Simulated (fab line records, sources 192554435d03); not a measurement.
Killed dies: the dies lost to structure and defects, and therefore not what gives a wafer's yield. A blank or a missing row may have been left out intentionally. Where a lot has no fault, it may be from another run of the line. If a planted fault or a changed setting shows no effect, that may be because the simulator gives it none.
fab line records ; flow n5Finfet
record: lots: 10; wafers: 28; lastDay: 17
route steps=1938 shown BEOL_M4@1111 BEOL_M9@1457 BEOL_M10@1473 PASSIVATION@1936
lots that met no fault: from a run of the same line without faults
startH: start of the lot's first displayed wafer, in hours after the record's first day ; waitH: hours since the lot's step before ; " unchanged from the row above ; L1.1+2: several wafers, shown together as one row ; - no value, or no start was given ; * or withheld: withheld ; < > ~ a bound
route shown NAME@n: a module of which the file shows steps, and the number in the route of the first ; usual: the fault-free wafers' mean and standard deviation ; same: alike in all rows ; chamber/n: place in a boat ; sites: the reading at each site ; _std_site: how widely they spread, as a standard deviation ; _edge_site: inner sites' mean taken away from outer sites' mean ; radiusMm: for every site, how far away it sits from the centre of the wafer ; mask NAME#n: copy n ; behind: the tool/chamber that last shaped the wafer ; hold: what put the lot on hold/how long, in hours/how the hold closed ; device: the transistor (n, p or np) that didn't switch ; end of line: the tests these same wafers got at the end of their route ; a step without rows: its recipe alone ; killed: dies lost to structure and defects at the first sort, not the wafer's yield ; map: per-die view of a wafer (x killed, . not killed, _ where there is no die)
set.NAME: the setting the step ran with; set.NAME@STEP: the setting that earlier step ran with ; model.NAME: the simulator's own value behind a step, which no gauge read
route steps across a sampled set of lots; one table per step, one row per wafer
services: a tool's chamber out of use, with start hour (startH, from the record's first day; less than 0 if before it), hours out, and reason
== steps ==
step: N5_BEOL_M4_RC_MEAS_101
usual: DIBL_N: 36.8/2.2; DIBL_P: 37.0/2.8; IOFF_N: 0.18/0.043; IOFF_P: 0.23/0.05; ION_N: 680/14; ION_P: 466/9.1; SS_N: 71.7/0.74; SS_P: 73.5/0.79; VT_N: 248/4; VT_P: -249/4.1
lot.wafer;tool;chamber;startH;waitH;DIBL_N[mV/V];DIBL_P[mV/V];IOFF_N[nA/um];IOFF_P[nA/um];ION_N[uA/um];ION_P[uA/um];SS_N[mV/dec];SS_P[mV/dec];VT_N[mV];VT_P[mV]
L371.1;prober-02;0;177.57;0.0;37.8;36.7;0.16;0.19;666;450;71.9;73.9;249;-254
L371.3;prober-02;0;177.57;0.0;34.9;33.9;0.13;0.17;677;462;69.7;73.0;252;-255
L371.5;prober-02;0;177.57;0.0;38.9;38.6;0.19;0.23;688;463;71.8;73.7;248;-251
L374.1;prober-01;0;200.37;0.2;36.6;39.3;0.18;0.20;682;455;71.6;73.9;246;-253
L374.6;prober-01;0;200.37;0.2;32.5;33.7;0.10;0.13;659;444;70.4;72.3;255;-259
L377.2;prober-02;0;203.49;0.2;37.2;36.0;0.17;0.22;678;465;72.8;73.9;248;-248
L377.3;prober-02;0;203.49;0.2;34.5;33.0;0.13;0.18;658;457;71.3;72.6;250;-250
L377.5;prober-02;0;203.49;0.2;38.6;38.7;0.20;0.26;677;469;72.6;73.6;246;-246
L378.1;prober-02;0;224.45;0.0;40.9;45.1;0.28;0.36;698;474;72.8;75.9;240;-244
L378.2;prober-02;0;224.45;0.0;36.3;39.3;0.17;0.23;685;472;71.2;72.8;247;-251
L378.3;prober-02;0;224.45;0.0;31.0;32.1;0.09;0.13;647;449;69.7;71.9;256;-257
L379.2;prober-01;0;230.98;0.2;36.7;37.0;0.18;0.25;681;472;71.6;73.8;246;-245
L379.4;prober-01;0;230.98;0.2;36.1;36.3;0.17;0.24;673;471;72.1;73.8;249;-248
L379.5;prober-01;0;230.98;0.2;35.3;35.5;0.14;0.24;662;462;71.9;73.0;253;-246
L389.2;prober-01;0;284.66;0.2;33.8;32.3;0.13;0.18;664;461;71.4;72.0;253;-252
L389.4;prober-01;0;284.66;0.2;36.8;36.9;0.18;0.25;682;468;71.5;72.8;247;-249
L389.5;prober-01;0;284.66;0.2;38.4;38.7;0.23;0.27;700;479;71.8;73.7;242;-248
L388.2;prober-02;0;284.80;0.2;34.6;34.2;0.13;0.19;664;457;70.7;73.0;252;-251
L388.5;prober-02;0;284.80;0.2;30.4;29.0;0.08;0.12;636;441;69.9;71.5;259;-257
L388.6;prober-02;0;284.80;0.2;39.2;40.9;0.25;0.31;695;474;71.6;74.1;242;-244
L391.1;prober-01;0;291.49;0.0;37.4;36.0;0.18;0.20;687;459;71.9;73.4;249;-252
L391.3;prober-01;0;291.49;0.0;39.8;41.2;0.25;0.31;707;480;73.3;74.3;244;-249
L391.4;prober-01;0;291.49;0.0;38.5;37.6;0.21;0.23;683;460;72.8;73.8;247;-250
L390.1;prober-02;0;293.41;0.0;38.8;40.2;0.22;0.29;696;472;72.0;74.7;247;-244
L390.4;prober-02;0;293.41;0.0;37.5;39.5;0.20;0.29;696;480;72.4;74.3;245;-244
L390.6;prober-02;0;293.41;0.0;37.8;38.9;0.18;0.25;679;466;72.2;74.3;249;-245
L393.5;prober-02;0;299.52;0.6;36.7;37.9;0.20;0.26;686;474;72.2;73.6;243;-244
L393.6;prober-02;0;299.52;0.6;37.7;40.2;0.22;0.31;701;487;72.3;74.8;242;-241
step: N5_BEOL_M9_PRE_CLEAN_45
recipe: gas: H2/He; timeS: 30; tempC: 250
usual: heaterPowerW: 338/47
lot.wafer;tool;chamber;startH;waitH;heaterPowerW
L371.1;pvdSputter-01;-;224.01;0.0;362
L371.3;pvdSputter-01;-;224.01;0.0;329
L371.5;pvdSputter-01;-;224.01;0.0;377
L374.1;pvdSputter-02;-;242.15;0.0;428
L374.6;pvdSputter-02;-;242.15;0.0;380
L377.2;pvdSputter-01;-;247.08;0.0;327
L377.3;pvdSputter-01;-;247.08;0.0;339
L377.5;pvdSputter-01;-;247.08;0.0;317
L378.1;pvdSputter-03;-;265.72;0.0;277
L378.2;pvdSputter-03;-;265.72;0.0;333
L378.3;pvdSputter-03;-;265.72;0.0;353
L379.2;pvdSputter-03;-;276.36;0.0;269
L379.4;pvdSputter-03;-;276.36;0.0;418
L379.5;pvdSputter-03;-;276.36;0.0;339
L389.2;pvdSputter-03;-;329.10;0.0;332
L389.4;pvdSputter-03;-;329.10;0.0;337
L389.5;pvdSputter-03;-;329.10;0.0;269
L388.2;pvdSputter-02;-;331.03;0.0;386
L388.5;pvdSputter-02;-;331.03;0.0;246
L388.6;pvdSputter-02;-;331.03;0.0;317
L390.1;pvdSputter-01;-;337.19;0.0;324
L390.4;pvdSputter-01;-;337.19;0.0;323
L390.6;pvdSputter-01;-;337.19;0.0;329
L391.1;pvdSputter-03;-;337.60;0.0;339
L391.3;pvdSputter-03;-;337.60;0.0;340
L391.4;pvdSputter-03;-;337.60;0.0;270
L393.5;pvdSputter-02;-;343.17;0.0;419
L393.6;pvdSputter-02;-;343.17;0.0;321
step: N5_BEOL_M9_CMP_52
recipe: stopOn: SiCOH_lowk; tOverpolishS: 7; downForcePsi: 1; platenRpm: 50; clearingPlatenDownForcePsi: 1.5; clearingPlatenRpm: 50; postCmpClean: cuAlkaline; targetThkNm: 140; clearingPlatenPadVelocityMS: 0.99484; padVelocityMS: 0.99484
usual: barrierFieldEndpointS: 29.1/1.1; motorCurrentA: 5.7/0.43; overpolishRunS: 7.000/0.0095; timeToEndpointS: 67/5.6
lot.wafer;tool;chamber;startH;waitH;barrierFieldEndpointS;motorCurrentA;overpolishRunS;timeToEndpointS
L371.3;cmp-02;1;225.53;0.2;31.1;6.1;6.987;75
L371.1;cmp-02;2;225.53;0.2;29.3;5.5;7.001;67
L371.5;cmp-02;0;225.53;0.2;28.4;5.7;7.000;65
L374.1;cmp-01;3;245.33;0.4;28.5;5.8;6.989;63
L374.6;cmp-01;3;245.33;0.4;29.6;6.0;6.998;65
L377.3;cmp-01;1;248.62;0.2;30.9;6.4;6.990;79
L377.2;cmp-01;2;248.62;0.2;27.6;4.8;6.997;62
L377.5;cmp-01;0;248.62;0.2;29.0;5.5;7.006;66
L378.3;cmp-02;1;268.70;0.2;30.0;6.1;6.996;76
L378.1;cmp-02;2;268.70;0.2;29.4;5.2;7.007;70
L378.2;cmp-02;0;268.70;0.2;29.1;5.3;6.999;62
L379.2;cmp-01;3;277.40;0.2;27.7;5.5;7.000;63
L379.4;cmp-01;0;277.40;0.2;29.3;5.8;6.996;66
L379.5;cmp-01;3;277.40;0.2;27.6;5.9;6.992;64
L389.2;cmp-02;0;330.52;0.2;28.4;5.6;7.010;62
L389.4;cmp-02;2;330.52;0.2;30.2;5.2;7.005;71
L389.5;cmp-02;3;330.52;0.2;28.6;5.8;6.989;63
L388.2;cmp-01;3;332.55;0.3;28.2;5.9;6.994;61
L388.6;cmp-01;2;332.55;0.3;28.8;4.9;7.003;60
L388.5;cmp-01;3;332.55;0.3;28.2;5.7;7.012;62
L390.1;cmp-02;3;339.01;0.5;27.9;5.9;7.009;61
L390.4;cmp-02;1;339.01;0.5;30.4;5.9;6.992;74
L390.6;cmp-02;2;339.01;0.5;29.6;5.6;7.002;68
L391.3;cmp-02;1;340.28;0.3;30.4;6.2;6.989;77
L391.4;cmp-02;2;340.28;0.3;29.9;5.5;6.997;69
L391.1;cmp-02;3;340.28;0.3;28.5;6.0;7.001;63
L393.6;cmp-01;3;345.38;0.2;28.1;6.0;7.007;63
L393.5;cmp-01;0;345.38;0.2;28.1;5.9;7.010;63
step: N5_BEOL_M9_RS_MEAS_57
recipe: thkMeasGauge: four-point-probe; reads: Cu_of_BEOL_M9_ECD_50+Co_of_BEOL_M9_CVD_78+TaN_of_BEOL_M9_ALD_74
usual: M9_RS: 0.153/0.0054
lot.wafer;tool;chamber;startH;waitH;M9_RS[ohm/sq]
L371.1;filmMetro-02;-;225.95;0.1;0.146
L371.3;filmMetro-02;-;225.95;0.1;0.142
L371.5;filmMetro-02;-;225.95;0.1;0.147
L374.1;filmMetro-02;-;245.76;0.1;0.158
L374.6;filmMetro-02;-;245.76;0.1;0.159
L377.2;filmMetro-02;-;248.97;0.1;0.160
L377.3;filmMetro-02;-;248.97;0.1;0.151
L377.5;filmMetro-02;-;248.97;0.1;0.157
L378.1;filmMetro-01;-;269.12;0.1;0.146
L378.2;filmMetro-01;-;269.12;0.1;0.153
L378.3;filmMetro-01;-;269.12;0.1;0.152
L379.2;filmMetro-02;-;277.87;0.1;0.153
L379.4;filmMetro-02;-;277.87;0.1;0.159
L379.5;filmMetro-02;-;277.87;0.1;0.159
L389.2;filmMetro-01;-;330.92;0.1;0.141
L389.4;filmMetro-01;-;330.92;0.1;0.143
L389.5;filmMetro-01;-;330.92;0.1;0.161
L388.2;filmMetro-01;-;332.94;0.1;0.158
L388.5;filmMetro-01;-;332.94;0.1;0.161
L388.6;filmMetro-01;-;332.94;0.1;0.164
L390.1;filmMetro-02;-;339.40;0.1;0.153
L390.4;filmMetro-02;-;339.40;0.1;0.155
L390.6;filmMetro-02;-;339.40;0.1;0.157
L391.1;filmMetro-02;-;340.71;0.1;0.159
L391.3;filmMetro-02;-;340.71;0.1;0.154
L391.4;filmMetro-02;-;340.71;0.1;0.155
L393.5;filmMetro-01;-;345.66;0.0;0.153
L393.6;filmMetro-01;-;345.66;0.0;0.149
step: N5_BEOL_M10_PECVD_70
recipe: material: SiO2; targetThkA: 200; tempC: 400; precursor: TEOS/O2; pressureTorr: 5.5; rfW: 450; teosFlowSccm: 53.8; gas: O2; flowSccm: 3000; timeS: 22.7
usual: chamberPressureTorr: 5.501/0.013; heaterPowerOuterW: 380/69; heaterPowerW: 664/100; showerheadPlenumPTorr: 8.79/0.032; throttleValvePct: 22.6/1.1
lot.wafer;tool;chamber;startH;waitH;chamberPressureTorr;heaterPowerOuterW;heaterPowerW;showerheadPlenumPTorr;throttleValvePct
L371.1;pecvd-03;0;226.67;0.0;5.481;356;647;8.79;22.0
L371.3;pecvd-03;1;226.67;0.0;5.485;321;530;8.78;23.0
L371.5;pecvd-03;1;226.67;0.0;5.488;327;526;8.79;22.8
L374.1;pecvd-04;2;246.93;0.0;5.520;281;577;8.79;21.4
L374.6;pecvd-04;2;246.93;0.0;5.513;286;563;8.81;21.5
L377.2;pecvd-03;1;249.66;0.0;5.493;271;478;8.79;22.7
L377.3;pecvd-03;0;249.66;0.0;5.489;358;660;8.77;21.7
L377.5;pecvd-03;2;249.66;0.0;5.491;367;696;8.76;21.5
L378.1;pecvd-01;0;270.30;0.0;5.494;540;858;8.83;23.8
L378.2;pecvd-01;2;270.30;0.0;5.497;384;607;8.83;21.6
L378.3;pecvd-01;1;270.30;0.0;5.501;469;828;8.81;23.3
L379.2;pecvd-04;1;278.59;0.0;5.500;400;684;8.78;23.9
L379.4;pecvd-04;0;278.59;0.0;5.523;343;630;8.84;23.8
L379.5;pecvd-04;1;278.59;0.0;5.508;396;680;8.76;23.8
L389.2;pecvd-04;1;331.61;0.0;-;-;-;-;-
L389.4;pecvd-04;2;331.61;0.0;-;-;-;-;-
L389.5;pecvd-04;1;331.61;0.0;-;-;-;-;-
L388.2;pecvd-04;0;333.63;0.0;-;-;-;-;-
L388.5;pecvd-04;1;333.63;0.0;-;-;-;-;-
L388.6;pecvd-04;2;333.63;0.0;-;-;-;-;-
L390.1;pecvd-03;0;340.10;0.0;5.490;309;581;8.79;21.9
L390.4;pecvd-03;1;340.10;0.0;5.499;268;469;8.78;22.8
L390.6;pecvd-03;2;340.10;0.0;5.500;456;827;8.76;21.4
L391.1;pecvd-03;1;341.40;0.0;5.514;313;524;8.77;22.8
L391.3;pecvd-03;2;341.40;0.0;5.506;385;694;8.77;21.7
L391.4;pecvd-03;1;341.40;0.0;5.507;320;537;8.77;23.0
L393.5;pecvd-03;2;346.39;0.1;5.505;463;808;8.79;21.6
L393.6;pecvd-03;0;346.39;0.1;5.490;281;571;8.78;22.1
step: N5_PASSIVATION_PROBE_49
usual: defectLimitedYield: 91.4/1.5; killed_at_M0_to_M3: 36/11; killed_at_M4_up: 14/6; killedAtContacts: 11/6; killedAtFrontEnd: 37/11; killedAtOther: 4/3.4; killedDies: 102/18; killedOpen: 66/13; killedShort: 34/7.8; sort_bin_4_leakage: 0.00/0.017; sort_bin_5_function: 5.0/0.97; sort_bin_6_memory: 3.2/0.7; sort_bin_8_speed: 0.0/0.38; sortNPass: 1078/19; sortYieldPct: 91.3/1.6
same: grossDies: 1180; killedAtBackSide: 0
lot.wafer;tool;chamber;startH;waitH;defectLimitedYield[%];killed_at_M0_to_M3;killed_at_M4_up;killedAtContacts;killedAtFrontEnd;killedAtOther;killedDies;killedOpen;killedShort;sort_bin_4_leakage[%];sort_bin_5_function[%];sort_bin_6_memory[%];sort_bin_8_speed[%];sortNPass;sortYieldPct[%]
L378.1;prober-01;-;323.72;0.0;89.1;48;16;8;54;3;129;83;44;0.08;6.4;3.9;0;1050;89.0
L378.2;prober-01;-;323.77;0.1;90.2;46;10;7;52;1;116;77;34;0;5.8;3.7;0;1064;90.2
L378.3;prober-01;-;323.82;0.1;91.4;41;7;4;49;0;101;64;34;0;5.1;3.4;0;1079;91.4
L379.4;prober-02;-;332.58;0.2;91.5;52;15;7;21;5;100;68;31;0;5.0;3.3;0;1080;91.5
L379.5;prober-02;-;332.63;0.2;93.1;42;8;8;21;3;82;59;20;0;4.2;2.6;0;1098;93.1
L389.2;prober-02;-;390.76;0.1;64.9;15;346;4;43;6;414;37;28;0;31.9;2.2;0;766;64.9
L389.4;prober-02;-;390.86;0.2;65.3;16;362;3;26;3;410;34;24;0;32.9;1.7;0;770;65.3
L389.5;prober-02;-;390.91;0.2;64.7;28;347;10;27;4;416;45;33;0;32.4;2.7;0;764;64.7
L388.2;prober-02;-;395.51;0.1;62.5;44;321;15;58;5;443;80;50;0;33.2;3.7;0;737;62.5
L388.5;prober-02;-;395.66;0.2;64.4;27;327;19;42;5;420;69;32;0;32.0;2.8;1.6;741;62.8
L388.6;prober-02;-;395.71;0.3;62.0;51;336;11;46;4;448;90;35;0;33.8;3.9;0;732;62.0
L390.1;prober-02;-;397.03;0.0;91.8;14;18;6;44;15;97;65;32;0;5.2;3.1;0;1083;91.8
L390.4;prober-02;-;397.18;0.2;90.9;47;8;12;34;6;107;74;28;0;4.8;3.9;0;1073;90.9
L390.6;prober-02;-;397.28;0.3;92.8;30;10;9;29;7;85;65;19;0;4.2;2.7;0;1095;92.8
killed by level:class
L378.1 BEOL_M2:geometricParticle:open=17 FIN_SAQP:geometricParticle:short=13 DUMMY_GATE:geometricParticle:open=10 BEOL_M4:geometricParticle:open=8 BEOL_M3:geometricParticle:open=6 STI_FIN_REVEAL:geometricParticle:open=6 BEOL_M0_SAQP:geometricParticle:open=6 FIN_SAQP:geometricParticle:open=5
L378.2 FIN_SAQP:geometricParticle:open=18 FIN_SAQP:geometricParticle:short=13 BEOL_M0_SAQP:geometricParticle:short=10 BEOL_M3:geometricParticle:open=10 BEOL_M2:geometricParticle:open=8 BEOL_M0_SAQP:geometricParticle:open=7 BEOL_M1:geometricParticle:open=7 MOL_CONTACT_COAG:geometricParticle:open=6
L378.3 BEOL_M2:geometricParticle:open=15 FIN_SAQP:geometricParticle:open=13 BEOL_M3:geometricParticle:open=9 FIN_SAQP:geometricParticle:short=8 DUMMY_GATE:geometricParticle:open=8 GATE_CUT:geometricParticle:short=6 ILD0:geometricParticle:short=4 BEOL_M0_SAQP:geometricParticle:open=4
L379.4 BEOL_M0_SAQP:geometricParticle:open=13 BEOL_M0_SAQP:geometricParticle:short=12 MOL_CONTACT_COAG:geometricParticle:open=7 FIN_SAQP:geometricParticle:open=6 BEOL_M1:geometricParticle:open=6 BEOL_M2:geometricParticle:open=6 FIN_SAQP:geometricParticle:short=5 BEOL_M0:geometricParticle:open=4
L379.5 BEOL_M0_SAQP:geometricParticle:open=15 BEOL_M0_SAQP:geometricParticle:short=8 BEOL_M3:geometricParticle:open=8 MOL_CONTACT_COAG:geometricParticle:open=6 BEOL_M0:geometricParticle:open=4 STARTING-WAFER:geometricParticle:open=4 DUMMY_GATE:geometricParticle:open=3 FIN_SAQP:geometricParticle:open=2
L389.2 BEOL_M10:areaPecvd=337 FIN_SAQP:geometricParticle:open=9 HKMG_FIN:areaEtch=7 ILD0:geometricParticle:short=5 BEOL_M4:geometricParticle:open=5 FIN_SAQP:geometricParticle:short=4 DUMMY_GATE:geometricParticle:open=3 ILD0:geometricParticle:open=3
L389.4 BEOL_M10:areaPecvd=352 DUMMY_GATE:geometricParticle:open=8 FIN_SAQP:geometricParticle:short=6 BEOL_M1:geometricParticle:short=5 BEOL_M2:geometricParticle:open=5 BEOL_M4:geometricParticle:open=4 FIN_SAQP:geometricParticle:open=3 BEOL_M5:geometricParticle:open=3
L389.5 BEOL_M10:areaPecvd=337 DUMMY_GATE:geometricParticle:open=7 MOL_CONTACT_COAG:geometricParticle:open=7 BEOL_M0_SAQP:geometricParticle:short=6 BEOL_M0_SAQP:geometricParticle:open=6 FIN_SAQP:geometricParticle:short=5 BEOL_M1:geometricParticle:open=5 BEOL_M3:geometricParticle:open=4
L388.2 BEOL_M10:areaPecvd=312 STI_FIN_REVEAL:geometricParticle:open=16 BEOL_M2:geometricParticle:open=15 BEOL_M0_SAQP:geometricParticle:short=11 MOL_CONTACT_COAG:geometricParticle:open=11 FIN_SAQP:geometricParticle:open=8 STARTING-WAFER:geometricParticle:short=7 FIN_SAQP:geometricParticle:short=6
L388.5 BEOL_M10:areaPecvd=313 MOL_CONTACT_COAG:geometricParticle:open=13 FIN_SAQP:geometricParticle:open=11 BEOL_M0_SAQP:geometricParticle:short=10 STI_FIN_REVEAL:geometricParticle:open=9 BEOL_M0_SAQP:geometricParticle:open=7 MOL_CONTACT_COAG:geometricParticle:short=6 BEOL_M4:geometricParticle:open=6
L388.6 BEOL_M10:areaPecvd=323 FIN_SAQP:geometricParticle:open=12 STI_FIN_REVEAL:geometricParticle:open=12 BEOL_M2:geometricParticle:open=12 BEOL_M0_SAQP:geometricParticle:short=11 BEOL_M0_SAQP:geometricParticle:open=10 MOL_CONTACT_COAG:geometricParticle:open=8 BEOL_M1:geometricParticle:open=6
L390.1 STI_FIN_REVEAL:geometricParticle:open=11 BEOL_M4:geometricParticle:open=7 FIN_SAQP:geometricParticle:open=6 DUMMY_GATE:geometricParticle:open=6 MOL_CONTACT_COAG:geometricParticle:open=6 PASS1_CAP:geometricParticle:open=6 STI_FIN_REVEAL:geometricParticle:short=5 BEOL_M0:geometricParticle:open=4
L390.4 BEOL_M0_SAQP:geometricParticle:short=12 MOL_CONTACT_COAG:geometricParticle:open=11 BEOL_M0_SAQP:geometricParticle:open=10 BEOL_M2:geometricParticle:open=9 FIN_SAQP:geometricParticle:open=8 BEOL_M3:geometricParticle:open=7 DUMMY_GATE:geometricParticle:open=6 FIN_SAQP:geometricParticle:short=3
L390.6 STI_FIN_REVEAL:geometricParticle:open=10 BEOL_M1:geometricParticle:open=8 MOL_CONTACT_COAG:geometricParticle:open=7 BEOL_M2:geometricParticle:open=7 BEOL_M3:geometricParticle:open=6 DUMMY_GATE:geometricParticle:open=5 BEOL_M0_SAQP:geometricParticle:open=5 BEOL_M4:geometricParticle:open=5
== services ==
tool;chamber;startH;hours;kind
cmp-01;-;200.55;-;consumableReplace:conditioner
cmp-01;-;200.55;-;consumableReplace:pad
pecvd-03;2;213.00;-;clean
pecvd-03;2;213.00;-;consumableReplace:showerhead
pecvd-03;2;213.00;29.0;scheduledDown
pecvd-03;2;213.00;29.0;ventCycle
cmp-01;-;213.32;1.2;repair
cmp-02;-;244.28;4.8;pm
cmp-02;-;256.68;4.0;pm
cmp-02;-;260.68;-;consumableReplace:conditioner
cmp-02;-;260.68;-;consumableReplace:pad
pecvd-01;2;261.82;2.1;scheduledDown
pecvd-04;2;272.32;2.5;repair
pecvd-03;1;275.80;7.2;repair
cmp-02;-;292.57;1.2;repair
pecvd-01;2;298.12;1.9;repair
pecvd-01;-;301.37;14.6;pm
cmp-01;-;303.99;0.9;repair
pecvd-03;0;304.17;5.5;scheduledDown
cmp-01;-;305.30;2.1;repair
pecvd-03;-;308.30;0.8;pm
pecvd-03;0;315.83;2.1;scheduledDown
pvdSputter-02;-;321.23;1.2;repair
pvdSputter-01;-;330.79;2.4;repair
== key ==
firstSign: step: N5_BEOL_M10_PECVD_70; reading: toolRecord; direction: missing
effect: step: N5_PASSIVATION_PROBE_49; reading: killed_at_M4_up; direction: up; sigmas: 55; usual: 14; struck: 340
moreKillsBornAt: N5_BEOL_M10_PECVD_70@pecvd-04: 1974
metAt N5_BEOL_M10_PECVD_70
struckLots L388,L389
notActingAt N5_BEOL_M9_PRE_CLEAN_45,N5_BEOL_M9_CMP_52,N5_BEOL_M9_RS_MEAS_57
onsetBetween 278.59 331.61
fault: kind: skippedStepWhole; tool: pecvd-04; chamber: -; onsetH: 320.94; steps: N5_BEOL_M10_PECVD_70; scope: struckLotsOnly
